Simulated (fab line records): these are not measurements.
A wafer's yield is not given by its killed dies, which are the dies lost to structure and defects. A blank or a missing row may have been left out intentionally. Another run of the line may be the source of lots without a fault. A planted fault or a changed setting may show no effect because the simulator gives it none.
fab line records ; flow n5-finfet
[record] lots = 9; wafers = 26; last-day = 21
route steps=1938 shown BEOL_M3@1015 BEOL_M4@1023 PASSIVATION@1936
lots that met no fault: taken from a fault-free run of the same line
start-h: hours from the record's first day to the start of the lot's first wafer shown ; wait-h: time in hours since the lot's previous step ; " repeats the value in the row above ; L1.1+2: several wafers, shown together as one row ; - no value, or no start was given ; * or withheld: withheld ; < > ~ a bound
route shown NAME@n: names a module that has steps shown in the file, with the first one's number in the route ; usual: average and standard deviation across the fault-free wafers ; same: alike in all rows ; chamber/n: place in a boat ; sites: per-site readings ; _std_site: the values' standard deviation ; _edge_site: outer sites' mean less inner sites' ; radius-mm: how far each site lies from the wafer's centre ; mask NAME#n: copy n ; behind: the tool/chamber that last shaped the wafer ; hold: why the lot was held/for how many hours/how that ended ; device: names the non-switching transistor (n, p or np) ; end of line: tests of these same wafers at the route's end ; a step without rows: its recipe alone ; killed: dies that structure and defects cost at the first sort, which is not the same as the wafer's yield ; map: a wafer's dies, x killed, . not, _ none there
set.NAME: the run value of the setting; set.NAME@STEP: its run value at that earlier step ; model.NAME: the simulator's own value behind a step, which no gauge read
steps of the route over a sample of lots; a table a step, a row a wafer
services: a tool's chamber out of use, with start hour (start-h, from the record's first day; less than 0 if before it), hours out, and reason
[[steps]]
[step N5_BEOL_M3_PRE_CLEAN_60]
[recipe] gas = NH3/H2; time-s = 15; temp-c = *; rf-power-w = 300
[usual] heater-power-w = 87/18
lot.wafer;tool;chamber;start-h;wait-h;heater-power-w
L381.3;cvd-co-02;2;220.61;0.0;117
L381.4;cvd-co-02;1;220.61;0.0;90
L381.5;cvd-co-02;0;220.61;0.0;103
L389.1;cvd-co-01;1;247.30;0.0;88
L389.3;cvd-co-01;2;247.30;0.0;73
L389.6;cvd-co-01;0;247.30;0.0;66
L392.2;cvd-co-01;0;259.14;0.3;64
L392.3;cvd-co-01;2;259.14;0.3;73
L392.6;cvd-co-01;1;259.14;0.3;88
L393.3;cvd-co-01;0;268.61;0.0;64
L393.5;cvd-co-01;1;268.61;0.0;87
L393.6;cvd-co-01;2;268.61;0.0;73
L396.1;cvd-co-01;1;298.57;0.0;91
L396.2;cvd-co-01;0;298.57;0.0;64
L396.5;cvd-co-01;2;298.57;0.0;73
L397.2;cvd-co-01;2;301.44;0.0;73
L397.6;cvd-co-01;0;301.44;0.0;65
L401.1;cvd-co-02;2;326.74;0.0;124
L401.3;cvd-co-02;0;326.74;0.0;105
L401.4;cvd-co-02;1;326.74;0.0;92
L403.1;cvd-co-01;0;347.40;0.0;64
L403.5;cvd-co-01;0;347.40;0.0;64
L403.6;cvd-co-01;1;347.40;0.0;91
L404.2;cvd-co-02;0;351.22;0.0;102
L404.3;cvd-co-02;2;351.22;0.0;124
L404.6;cvd-co-02;0;351.22;0.0;105
[step N5_BEOL_M4_PECVD_72]
[recipe] material = SiO2; target-thk-a = 160; temp-c = 400; precursor = TEOS/O2; pressure-torr = 5.5; rf-w = 450; teos-flow-sccm = 53.8; gas = O2; flow-sccm = 3000; time-s = 18
[usual] heater-power-w = 660/110; showerhead-plenum-p-Torr = 8.81/0.062; throttle-valve-pct = 22.4/1.1
lot.wafer;tool;chamber;start-h;wait-h;heater-power-w;showerhead-plenum-p-Torr;throttle-valve-pct
L381.3;pecvd-01;0;221.03;0.0;716;8.75;23.6
L381.4;pecvd-01;0;221.03;0.0;727;8.77;23.7
L381.5;pecvd-01;2;221.03;0.0;587;8.80;21.0
L389.1;pecvd-03;1;247.69;0.0;583;8.75;23.5
L389.3;pecvd-03;0;247.69;0.0;546;8.73;22.9
L389.6;pecvd-03;2;247.69;0.0;825;8.89;21.6
L392.2;pecvd-01;1;259.53;0.0;827;8.87;21.3
L392.3;pecvd-01;2;259.53;0.0;593;8.84;20.7
L392.6;pecvd-01;2;259.53;0.0;602;8.84;21.0
L393.3;pecvd-01;2;269.00;0.0;546;8.85;20.7
L393.5;pecvd-01;1;269.00;0.0;716;8.91;21.4
L393.6;pecvd-01;0;269.00;0.0;582;8.77;23.7
L396.1;pecvd-02;1;298.96;0.0;829;8.70;23.2
L396.2;pecvd-02;2;298.96;0.0;722;8.82;22.3
L396.5;pecvd-02;0;298.96;0.0;742;8.77;22.7
L397.2;pecvd-03;0;301.83;0.0;540;8.76;22.7
L397.6;pecvd-03;2;301.83;0.0;735;8.88;21.5
L401.1;pecvd-03;0;327.13;0.0;565;8.74;22.9
L401.3;pecvd-03;2;327.13;0.0;759;8.92;21.5
L401.4;pecvd-03;0;327.13;0.0;563;8.77;23.0
L403.1;pecvd-01;2;347.85;0.0;483;8.82;21.1
L403.5;pecvd-01;1;347.85;0.0;830;8.90;21.2
L403.6;pecvd-01;0;347.85;0.0;575;8.76;23.8
L404.2;pecvd-01;1;351.67;0.0;775;8.90;21.5
L404.3;pecvd-01;2;351.67;0.0;517;8.83;20.9
L404.6;pecvd-01;0;351.67;0.0;606;8.78;23.8
[step N5_BEOL_M4_OVL_MEAS_12]
[recipe] points-per-wafer = 522
[usual] M4_OVL = -0.5/0.75
lot.wafer;tool;chamber;start-h;wait-h;M4_OVL[nm]
L381.3;overlay-02;0;222.84;0.0;-0.1
L381.4;overlay-02;0;222.84;0.0;-0.1
L381.5;overlay-02;0;222.84;0.0;0.7
L389.1;overlay-01;0;251.06;0.0;-0.8
L389.3;overlay-01;0;251.06;0.0;-1.4
L389.6;overlay-01;0;251.06;0.0;-1.0
L392.2;overlay-02;0;260.37;0.0;-0.8
L392.3;overlay-02;0;260.37;0.0;-0.5
L392.6;overlay-02;0;260.37;0.0;0.3
L393.3;overlay-01;0;270.27;0.0;-1.0
L393.5;overlay-01;0;270.27;0.0;-0.7
L393.6;overlay-01;0;270.27;0.0;-1.6
L396.1;overlay-02;0;299.48;0.0;-0.5
L396.2;overlay-02;0;299.48;0.0;-0.8
L396.5;overlay-02;0;299.48;0.0;-0.6
L397.2;overlay-01;0;302.45;0.0;-1.5
L397.6;overlay-01;0;302.45;0.0;-2.5
L401.1;overlay-01;0;328.35;0.0;-0.5
L401.3;overlay-01;0;328.35;0.0;-0.8
L401.4;overlay-01;0;328.35;0.0;0.2
L403.1;overlay-02;0;348.46;0.0;-1.4
L403.5;overlay-02;0;348.46;0.0;-0.9
L403.6;overlay-02;0;348.46;0.0;-0.5
L404.2;overlay-02;0;354.28;0.0;-0.6
L404.3;overlay-02;0;354.28;0.0;-1.6
L404.6;overlay-02;0;354.28;0.0;0.0
[step N5_BEOL_M4_INSPECT_13]
[recipe] mode = adi; inspect-instrument = brightfield
[usual] raw-defect-count = 412/98
lot.wafer;tool;chamber;start-h;wait-h;raw-defect-count
L381.3;defect-inspect-01;-;222.88;0.0;503
L381.4;defect-inspect-01;-;222.88;0.0;360
L381.5;defect-inspect-01;-;222.88;0.0;365
L389.1;defect-inspect-02;-;251.12;0.1;331
L389.3;defect-inspect-02;-;251.12;0.1;233
L389.6;defect-inspect-02;-;251.12;0.1;277
L392.2;defect-inspect-01;-;260.42;0.0;858
L392.3;defect-inspect-01;-;260.42;0.0;685
L392.6;defect-inspect-01;-;260.42;0.0;631
L393.3;defect-inspect-02;-;270.32;0.0;692
L393.5;defect-inspect-02;-;270.32;0.0;648
L393.6;defect-inspect-02;-;270.32;0.0;786
L396.1;defect-inspect-02;-;299.55;0.1;533
L396.2;defect-inspect-02;-;299.55;0.1;427
L396.5;defect-inspect-02;-;299.55;0.1;311
L397.2;defect-inspect-01;-;302.50;0.0;383
L397.6;defect-inspect-01;-;302.50;0.0;352
L401.1;defect-inspect-01;-;328.41;0.1;283
L401.3;defect-inspect-01;-;328.41;0.1;264
L401.4;defect-inspect-01;-;328.41;0.1;425
L403.1;defect-inspect-02;-;348.52;0.1;386
L403.5;defect-inspect-02;-;348.52;0.1;359
L403.6;defect-inspect-02;-;348.52;0.1;499
L404.2;defect-inspect-01;-;354.34;0.0;325
L404.3;defect-inspect-01;-;354.34;0.0;384
L404.6;defect-inspect-01;-;354.34;0.0;386
[step N5_BEOL_M4_STRIP_66]
[recipe] chemistry = CF4; resist = SiARC; power-w = 300; bias-power-w = 75; pressure-mtorr = 50; cf4-flow-sccm = 150; rf-frequency-hz = 6e+07
[usual] bias-power-w = 75.03/0.25; drypump-motor-current-A = 5.9/0.41; oes-product-au = 0.78/0.076; rf-vpp-V = 271.8/1.3; showerhead-plenum-p-Torr = 1.82/0.045; throttle-valve-pct = 13.52/0.15
lot.wafer;tool;chamber;start-h;wait-h;bias-power-w;drypump-motor-current-A;oes-product-au;rf-hours-counter-h;rf-vpp-V;showerhead-plenum-p-Torr;throttle-valve-pct
L381.3;rie-diel-05;1;223.13;0.0;75.10;6.2;0.87;33;271.6;1.91;13.56
L381.4;rie-diel-05;3;223.13;0.0;75.08;6.7;0.84;39;273.4;1.87;13.20
L381.5;rie-diel-05;2;223.13;0.0;75.12;5.8;0.84;-;271.4;1.83;13.46
L389.1;rie-diel-04;3;251.37;0.0;75.16;5.7;0.66;275;272.1;1.83;13.83
L389.3;rie-diel-04;2;251.37;0.0;75.45;5.7;0.75;132;271.2;1.82;13.56
L389.6;rie-diel-04;0;251.37;0.0;74.82;5.1;0.93;-;271.1;1.77;13.44
L392.2;rie-diel-05;1;260.66;0.0;75.38;6.2;0.85;47;274.2;1.90;13.61
L392.3;rie-diel-05;3;260.66;0.0;75.19;6.7;0.83;54;274.1;1.87;13.23
L392.6;rie-diel-05;3;260.66;0.0;75.21;6.7;0.83;-;274.2;1.87;13.23
L393.3;rie-diel-04;1;270.69;0.0;75.14;6.3;0.87;47;271.7;1.80;13.42
L393.5;rie-diel-04;1;270.69;0.0;75.03;6.3;0.87;-;272.5;1.80;13.43
L393.6;rie-diel-04;2;270.69;0.0;74.57;5.7;0.74;-;269.8;1.82;13.58
L396.1;rie-diel-05;1;300.46;0.0;74.57;6.2;0.83;63;273.2;1.90;13.62
L396.2;rie-diel-05;2;300.46;0.0;75.24;5.8;0.80;92;272.3;1.82;13.52
L396.5;rie-diel-05;1;300.46;0.0;74.56;6.2;0.83;-;273.5;1.90;13.61
L397.2;rie-diel-05;0;303.17;0.0;75.35;5.7;0.76;101;272.8;1.86;13.29
L397.6;rie-diel-05;0;303.17;0.0;75.46;5.7;0.77;-;272.3;1.86;13.26
L401.1;rie-diel-01;0;328.90;0.0;75.40;6.2;0.76;137;271.9;1.86;13.50
L401.3;rie-diel-01;2;328.90;0.0;75.07;5.6;0.68;240;271.4;1.76;13.66
L401.4;rie-diel-01;1;328.90;0.0;74.63;5.9;0.87;27;270.7;1.78;13.53
L403.1;rie-diel-01;1;348.80;0.0;74.80;6.0;0.86;35;271.3;1.78;13.54
L403.5;rie-diel-01;0;348.80;0.0;75.01;6.2;0.75;-;272.8;1.85;13.52
L403.6;rie-diel-01;3;348.80;0.0;75.09;6.4;0.69;-;270.8;1.76;13.57
L404.2;rie-diel-05;3;354.58;0.0;75.20;6.7;0.79;92;273.4;1.86;13.32
L404.3;rie-diel-05;1;354.58;0.0;74.79;6.2;0.80;86;274.0;1.89;13.69
L404.6;rie-diel-05;0;354.58;0.0;74.96;5.7;0.74;-;274.1;1.86;13.33
[step N5_BEOL_M4_INSPECT_30]
[recipe] mode = adi; inspect-instrument = brightfield
[usual] raw-defect-count = 414/100
lot.wafer;tool;chamber;start-h;wait-h;raw-defect-count
L381.3;defect-inspect-02;-;224.07;0.0;473
L381.4;defect-inspect-02;-;224.07;0.0;337
L381.5;defect-inspect-02;-;224.07;0.0;324
L389.1;defect-inspect-01;-;252.07;0.1;379
L389.3;defect-inspect-01;-;252.07;0.1;249
L389.6;defect-inspect-01;-;252.07;0.1;307
L392.2;defect-inspect-02;-;261.42;0.0;797
L392.3;defect-inspect-02;-;261.42;0.0;643
L392.6;defect-inspect-02;-;261.42;0.0;619
L393.3;defect-inspect-02;-;271.32;0.0;703
L393.5;defect-inspect-02;-;271.32;0.0;659
L393.6;defect-inspect-02;-;271.32;0.0;793
L396.1;defect-inspect-02;-;301.98;0.1;547
L396.2;defect-inspect-02;-;301.98;0.1;440
L396.5;defect-inspect-02;-;301.98;0.1;298
L397.2;defect-inspect-01;-;304.82;0.0;391
L397.6;defect-inspect-01;-;304.82;0.0;359
L401.1;defect-inspect-02;-;329.66;0.1;272
L401.3;defect-inspect-02;-;329.66;0.1;254
L401.4;defect-inspect-02;-;329.66;0.1;370
L403.1;defect-inspect-02;-;349.55;0.1;380
L403.5;defect-inspect-02;-;349.55;0.1;382
L403.6;defect-inspect-02;-;349.55;0.1;486
L404.2;defect-inspect-01;-;355.23;0.0;336
L404.3;defect-inspect-01;-;355.23;0.0;395
L404.6;defect-inspect-01;-;355.23;0.0;387
[step N5_BEOL_M4_RC_MEAS_101]
[usual] DIBL_N = 37.7/2; DIBL_P = 37.7/2.3; IOFF_N = 0.18/0.039; IOFF_P = 0.23/0.042; ION_N = 681/12; ION_P = 463/8; SS_N = 71.9/0.68; SS_P = 73.6/0.71; VT_N = 248/3.2; VT_P = -249/3.1
lot.wafer;tool;chamber;start-h;wait-h;DIBL_N[mV/V];DIBL_P[mV/V];IOFF_N[nA/um];IOFF_P[nA/um];ION_N[uA/um];ION_P[uA/um];SS_N[mV/dec];SS_P[mV/dec];VT_N[mV];VT_P[mV]
L381.3;prober-01;0;271.29;0.3;36.6;36.6;0.17;0.24;669;464;72.1;72.7;249;-245
L381.4;prober-01;0;271.29;0.3;38.5;38.0;0.20;0.25;675;460;72.3;73.1;248;-243
L381.5;prober-01;0;271.29;0.3;40.1;42.1;0.26;0.36;688;471;72.8;73.9;243;-241
L389.1;prober-02;0;306.99;0.0;38.7;39.1;0.19;0.25;679;459;72.9;74.1;248;-251
L389.3;prober-02;0;306.99;0.0;36.7;36.1;0.15;0.18;680;458;72.5;73.9;250;-256
L389.6;prober-02;0;306.99;0.0;37.4;39.1;0.18;0.25;695;471;72.8;74.3;251;-250
L392.2;prober-01;0;317.33;0.2;39.3;39.7;0.19;0.27;701;477;71.6;73.5;246;-249
L392.3;prober-01;0;317.33;0.2;39.9;40.9;0.22;0.27;709;470;72.0;74.2;244;-249
L392.6;prober-01;0;317.33;0.2;41.5;41.8;0.27;0.30;715;484;72.1;74.2;242;-245
L393.3;prober-02;0;327.06;0.3;40.5;39.8;0.25;0.26;689;464;72.8;74.4;242;-247
L393.5;prober-02;0;327.06;0.3;34.8;32.8;0.13;0.16;669;452;70.7;72.4;250;-253
L393.6;prober-02;0;327.06;0.3;39.7;38.2;0.21;0.23;681;462;72.7;73.4;246;-252
L396.1;prober-01;0;344.88;0.0;40.9;40.7;0.22;0.30;692;477;72.4;74.6;244;-242
L396.2;prober-01;0;344.88;0.0;37.4;36.3;0.16;0.22;676;468;71.1;73.8;248;-250
L396.5;prober-01;0;344.88;0.0;37.9;36.6;0.16;0.22;679;471;71.7;73.2;250;-249
L397.2;prober-02;0;358.24;0.2;37.4;38.8;0.16;0.23;663;454;71.4;74.0;254;-251
L397.6;prober-02;0;358.24;0.2;36.1;37.4;0.15;0.20;674;456;71.9;73.9;252;-252
L401.1;prober-01;0;385.68;0.0;38.0;40.6;0.18;0.23;686;471;72.0;73.7;247;-252
L401.3;prober-01;0;385.68;0.0;33.6;34.2;0.11;0.14;645;444;71.2;71.8;256;-253
L401.4;prober-01;0;385.68;0.0;35.8;36.5;0.15;0.17;675;454;71.7;73.3;251;-256
L403.1;prober-02;0;389.10;0.0;39.4;38.3;0.22;0.26;685;469;73.2;73.9;245;-247
L403.5;prober-02;0;389.10;0.0;36.0;34.0;0.17;0.19;680;459;71.6;72.8;249;-251
L403.6;prober-02;0;389.10;0.0;38.5;39.8;0.22;0.30;688;471;71.4;73.6;244;-246
L404.2;prober-02;0;402.43;0.2;36.5;36.5;0.16;0.26;662;460;71.5;73.6;250;-245
L404.3;prober-02;0;402.43;0.2;33.3;31.9;0.12;0.17;680;463;70.8;73.0;248;-251
L404.6;prober-02;0;402.43;0.2;36.9;37.3;0.19;0.26;686;475;72.2;74.0;248;-246
[step N5_PASSIVATION_PROBE_49]
[usual] defect-limited-yield = 91.1/1.4; killed_at_M0_to_M3 = 34/9.6; killed_at_M4_up = 15/5.3; killed-at-contacts = 12/6.1; killed-at-front-end = 40/11; killed-at-other = 3.5/2.8; killed-dies = 105/17; killed-open = 70/12; killed-short = 34/7.7; sort_bin_5_function = 5.2/0.97; sort_bin_6_memory = 3.4/0.62; sort_bin_8_speed = 0.00/0.023; sort-n-pass = 1075/17; sort-yield-pct = 91.1/1.4
[same] gross-dies = 1180; killed-at-back-side = 0; sort_bin_4_leakage[%] = 0
lot.wafer;tool;chamber;start-h;wait-h;defect-limited-yield[%];killed_at_M0_to_M3;killed_at_M4_up;killed-at-contacts;killed-at-front-end;killed-at-other;killed-dies;killed-open;killed-short;sort_bin_5_function[%];sort_bin_6_memory[%];sort_bin_8_speed[%];sort-n-pass;sort-yield-pct[%]
L389.1;prober-02;-;413.05;0.0;91.9;22;8;15;48;2;95;66;28;3.6;4.2;0;1085;91.9
L389.3;prober-02;-;413.15;0.1;92.4;28;11;14;32;5;90;60;30;5.1;2.3;0;1090;92.4
L389.6;prober-02;-;413.30;0.3;88.8;45;16;16;55;0;132;87;45;6.8;4.2;0;1048;88.8
L392.2;prober-01;-;420.57;0.1;82.4;41;117;7;37;6;208;69;40;12.0;4.1;0;972;82.4
L392.3;prober-01;-;420.62;0.1;88.0;16;81;7;35;3;142;55;25;7.6;3.4;0;1038;88.0
L392.6;prober-01;-;420.77;0.3;88.6;9;72;8;43;2;134;50;27;7.3;2.3;0;1046;88.6
L393.3;prober-01;-;433.54;0.1;85.9;32;81;18;30;5;166;71;33;8.8;3.7;0;1014;85.9
L393.5;prober-01;-;433.64;0.2;82.5;41;115;13;35;2;206;71;33;11.1;4.7;0;974;82.5
L393.6;prober-01;-;433.69;0.3;91.1;32;37;20;16;0;105;61;26;5.1;3.5;0;1075;91.1
L397.2;prober-01;-;456.98;0.1;91.9;29;10;12;39;6;96;49;46;4.7;3.3;0;1084;91.9
L397.6;prober-01;-;457.18;0.3;91.4;32;18;9;36;6;101;67;34;5.4;3.0;0;1079;91.4
// killed by level:class
L389.1 STI_FIN_REVEAL:geometric-particle:open=14 FIN_SAQP:geometric-particle:open=10 MOL_CONTACT_COAG:geometric-particle:open=10 BEOL_M0_SAQP:geometric-particle:open=9 BEOL_M0_SAQP:geometric-particle:short=6 ILD0:geometric-particle:short=5 MOL_CONTACT_COAG:geometric-particle:short=5 GATE_CUT:geometric-particle:short=4
L389.3 MOL_CONTACT_COAG:geometric-particle:open=10 BEOL_M0_SAQP:geometric-particle:open=10 FIN_SAQP:geometric-particle:open=8 BEOL_M0_SAQP:geometric-particle:short=8 STI_FIN_REVEAL:geometric-particle:open=7 BEOL_M4:geometric-particle:open=6 BEOL_M1:geometric-particle:open=5 STARTING-WAFER:geometric-particle:short=5
L389.6 BEOL_M0_SAQP:geometric-particle:open=18 FIN_SAQP:geometric-particle:open=13 FIN_SAQP:geometric-particle:short=11 STI_FIN_REVEAL:geometric-particle:open=11 MOL_CONTACT_COAG:geometric-particle:open=10 BEOL_M0_SAQP:geometric-particle:short=9 BEOL_M4:geometric-particle:open=8 MOL_CONTACT_COAG:geometric-particle:short=6
L392.2 BEOL_M4:unspecified=99 BEOL_M0_SAQP:geometric-particle:open=19 BEOL_M4:geometric-particle:open=9 FIN_SAQP:geometric-particle:short=8 FIN_SAQP:geometric-particle:open=8 MOL_CONTACT_COAG:geometric-particle:open=7 BEOL_M0_SAQP:geometric-particle:short=7 GATE_CUT:geometric-particle:open=6
L392.3 BEOL_M4:unspecified=62 BEOL_M4:geometric-particle:open=8 FIN_SAQP:geometric-particle:short=7 MOL_CONTACT_COAG:geometric-particle:open=7 STI_FIN_REVEAL:geometric-particle:open=5 GATE_CUT:geometric-particle:open=5 BEOL_M2:geometric-particle:open=5 STARTING-WAFER:geometric-particle:short=5
L392.6 BEOL_M4:unspecified=57 FIN_SAQP:geometric-particle:open=10 GATE_CUT:geometric-particle:short=9 FIN_SAQP:geometric-particle:short=8 MOL_CONTACT_COAG:geometric-particle:open=8 BEOL_M4:geometric-particle:open=6 GATE_CUT:geometric-particle:open=4 BEOL_M8:geometric-particle:open=4
L393.3 BEOL_M4:unspecified=61 STI_FIN_REVEAL:geometric-particle:open=14 MOL_CONTACT_COAG:geometric-particle:open=13 BEOL_M4:geometric-particle:open=12 BEOL_M3:geometric-particle:open=11 BEOL_M0_SAQP:geometric-particle:short=7 GATE_CUT:geometric-particle:short=6 BEOL_M2:geometric-particle:open=6
L393.5 BEOL_M4:unspecified=102 BEOL_M3:geometric-particle:open=15 BEOL_M2:geometric-particle:open=9 MOL_CONTACT_COAG:geometric-particle:open=9 GATE_CUT:geometric-particle:short=7 GATE_CUT:geometric-particle:open=6 BEOL_M0_SAQP:geometric-particle:open=6 BEOL_M4:geometric-particle:open=6
L393.6 BEOL_M4:unspecified=18 MOL_CONTACT_COAG:geometric-particle:open=13 BEOL_M3:geometric-particle:open=12 BEOL_M4:geometric-particle:open=8 MOL_CONTACT_COAG:geometric-particle:short=7 BEOL_M2:geometric-particle:open=7 STI_FIN_REVEAL:geometric-particle:open=4 BEOL_M1:geometric-particle:open=4
L397.2 BEOL_M0_SAQP:geometric-particle:short=15 FIN_SAQP:geometric-particle:short=10 MOL_CONTACT_COAG:geometric-particle:open=8 BEOL_M0_SAQP:geometric-particle:open=7 STI_FIN_REVEAL:geometric-particle:open=6 STARTING-WAFER:geometric-particle:short=5 FIN_SAQP:geometric-particle:open=4 MOL_CONTACT_COAG:geometric-particle:short=4
L397.6 MOL_CONTACT_COAG:geometric-particle:open=9 BEOL_M2:geometric-particle:open=9 BEOL_M4:geometric-particle:open=9 FIN_SAQP:geometric-particle:short=7 STI_FIN_REVEAL:geometric-particle:open=6 BEOL_M0_SAQP:geometric-particle:short=6 FIN_SAQP:geometric-particle:open=5 BEOL_M3:geometric-particle:short=5
[[services]]
tool;chamber;start-h;hours;kind
rie-diel-04;1;200.64;69.6;repair
rie-diel-04;3;203.83;8.1;repair
pecvd-01;-;212.39;6.0;pm
rie-diel-01;-;214.57;2.8;pm
pecvd-01;1;239.56;2.1;scheduled-down
cvd-co-02;0;247.70;7.2;repair
rie-diel-05;0;250.34;11.5;repair
pecvd-01;-;256.72;1.2;repair
pecvd-01;-;264.29;1.3;repair
rie-diel-05;0;265.71;1.2;repair
rie-diel-01;1;271.01;14.9;repair
pecvd-02;0;278.63;3.9;repair
rie-diel-04;-;287.48;28.1;pm
pecvd-02;-;288.53;2.8;pm
rie-diel-01;1;310.36;2.1;repair
cvd-co-02;-;311.81;12.3;repair
pecvd-02;-;324.36;0.8;repair
cvd-co-01;2;330.44;103.8;repair
cvd-co-02;1;333.79;-;clean
cvd-co-02;1;333.79;22.0;scheduled-down
cvd-co-02;1;333.79;22.0;vent-cycle
pecvd-01;-;334.31;2.8;pm
rie-diel-04;2;339.41;7.8;repair
pecvd-01;0;344.38;2.1;scheduled-down
[[key]]
[first-sign] step = N5_BEOL_M4_INSPECT_13; reading = raw-defect-count; direction = up; sigmas = 3.1; usual = 412; struck = 717
[effect] step = N5_BEOL_M4_INSPECT_30; reading = raw-defect-count; direction = up; sigmas = 2.8; usual = 414; struck = 702
[effect] step = N5_PASSIVATION_PROBE_49; reading = killed_at_M4_up; direction = up; sigmas = 13; usual = 15; struck = 84
[more-kills-born-at] N5_BEOL_M4_PECVD_72@pecvd-01 = 399
met-at N5_BEOL_M4_PECVD_72
struck-lots L392,L393
not-acting-at N5_BEOL_M3_PRE_CLEAN_60,N5_BEOL_M4_OVL_MEAS_12,N5_BEOL_M4_STRIP_66
onset-between 221.03 259.53
[fault] kind = chamber-particle-source; tool = pecvd-01; chamber = -; onset-h = 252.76; steps = N5_BEOL_M4_PECVD_72; rate-per-visit-cm2 = 0.51355; end-h = 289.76
